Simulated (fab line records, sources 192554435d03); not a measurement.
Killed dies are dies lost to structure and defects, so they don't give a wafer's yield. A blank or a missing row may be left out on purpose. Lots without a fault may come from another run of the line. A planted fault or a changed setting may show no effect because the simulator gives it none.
Problem report in the 8D (eight disciplines) form, filled by code | flow n5_finfet | the parts of the form that need people (team, actions taken, sign-off) are left out

1. THE PROBLEM
killed_at_M4_up at N5_PASSIVATION_PROBE_49 reads a mean of 528 on 6 wafers of 2 lots; wafers without a fault read 13 with a standard deviation of 5.3. That is +97 standard deviations from the usual mean.
First seen on wafer L907.1, day 15 14:01, on prober-01. The record holds 6 wafers of 2 lots with a number at this step. Rule for "out", or "out of limits": more than 4 standard deviations from the usual mean. The other wafers with a number count as sound.

2. WHAT IT IS AND WHAT IT IS NOT
question                    | is                                                                                                   | is not
which readings at this step | killed_at_M4_up, defect_limited_yield, killed_dies, sort_bin_5_function, sort_n_pass, sort_yield_pct | killed_at_M0_to_M3, killed_at_contacts, killed_at_front_end, killed_at_other, killed_open, killed_short, sort_bin_6_memory, sort_bin_8_speed
which lots                  | L907, L908                                                                                           | -
which wafers of those lots  | all that have a number                                                                               | -
read on which tools         | prober-01, prober-02                                                                                 | -
when                        | from day 15 14:01                                                                                    | up to then (0 sound wafers)

3. SUSPECTS, AND WHAT RULES EACH OUT
Counting: a tool at a process step up to the reading stays a suspect if it ran every lot that is out and no sound lot after the first of them.
- rtp_anneal-01 at N5_BEOL_M11_ANNEAL_51 (time 90 s): kept. It ran every lot that is out, first L907 (day 13 23:51), and no sound lot after that.
- plasma_asher-02 at N5_BEOL_M12_STRIP_63 (strips in N2/H2): kept. It ran every lot that is out, first L907 (day 14 01:26), and no sound lot after that.
- plasma_asher-02 at N5_BEOL_M12_STRIP_64 (strips in N2/H2): kept. It ran every lot that is out, first L907 (day 14 01:30), and no sound lot after that.
Left after counting: rtp_anneal-01 at N5_BEOL_M11_ANNEAL_51, plasma_asher-02 at N5_BEOL_M12_STRIP_63, plasma_asher-02 at N5_BEOL_M12_STRIP_64.

4. THE CAUSE (what the simulator had put in)
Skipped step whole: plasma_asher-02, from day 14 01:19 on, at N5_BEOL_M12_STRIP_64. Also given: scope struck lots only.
Counting left 3 suspects, and this tool is among them.

5. THE CHAIN OF EFFECTS, in route order
Each row: a reading whose mean over the struck wafers that have a number lies more than 3 standard deviations from the usual. Only readings for which the record gives a usual standard deviation are gone through. hours: the time from each lot's start at the first step in this table that gives one to its start at this step, as a median over the lots. sigmas: the change in usual standard deviations.
hours | step                    | reading              | usual  | on struck wafers | change | sigmas
0     | N5_PASSIVATION_PROBE_49 | defect_limited_yield | 91.6 % | 48.6             | -43.0  | -31
0     | N5_PASSIVATION_PROBE_49 | killed_at_M4_up      | 13     | 528              | +516   | +97
0     | N5_PASSIVATION_PROBE_49 | killed_dies          | 99     | 606              | +507   | +32
0     | N5_PASSIVATION_PROBE_49 | sort_bin_5_function  | 4.9 %  | 48.3             | +43.4  | +48
0     | N5_PASSIVATION_PROBE_49 | sort_n_pass          | 1081   | 574              | -507   | -30
0     | N5_PASSIVATION_PROBE_49 | sort_yield_pct       | 91.6 % | 48.6             | -43.0  | -31
The process steps in it:
- N5_PASSIVATION_PROBE_49
Readings that are blank on the struck wafers while sound wafers have them: drypump_motor_current_A at N5_BEOL_M12_STRIP_64; h2_flow_sccm at N5_BEOL_M12_STRIP_64; heater_power_w at N5_BEOL_M12_STRIP_64; oes_product_au at N5_BEOL_M12_STRIP_64; strip_time_to_endpoint_s at N5_BEOL_M12_STRIP_64.

6. WHAT WOULD HAVE CAUGHT IT SOONER
In this record the first reading out of limits was taken at day 15 14:01, 37 hours after the fault began at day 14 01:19.
At N5_BEOL_M12_STRIP_64 the tool's readings are blank on the struck wafers, where sound wafers have them: an empty tool record is the first sign, and it was there at once.
All the lots that are out (2) had begun N5_BEOL_M12_STRIP_64 on plasma_asher-02 by day 15 14:01. A hold on the tool at that time would have spared none of them.
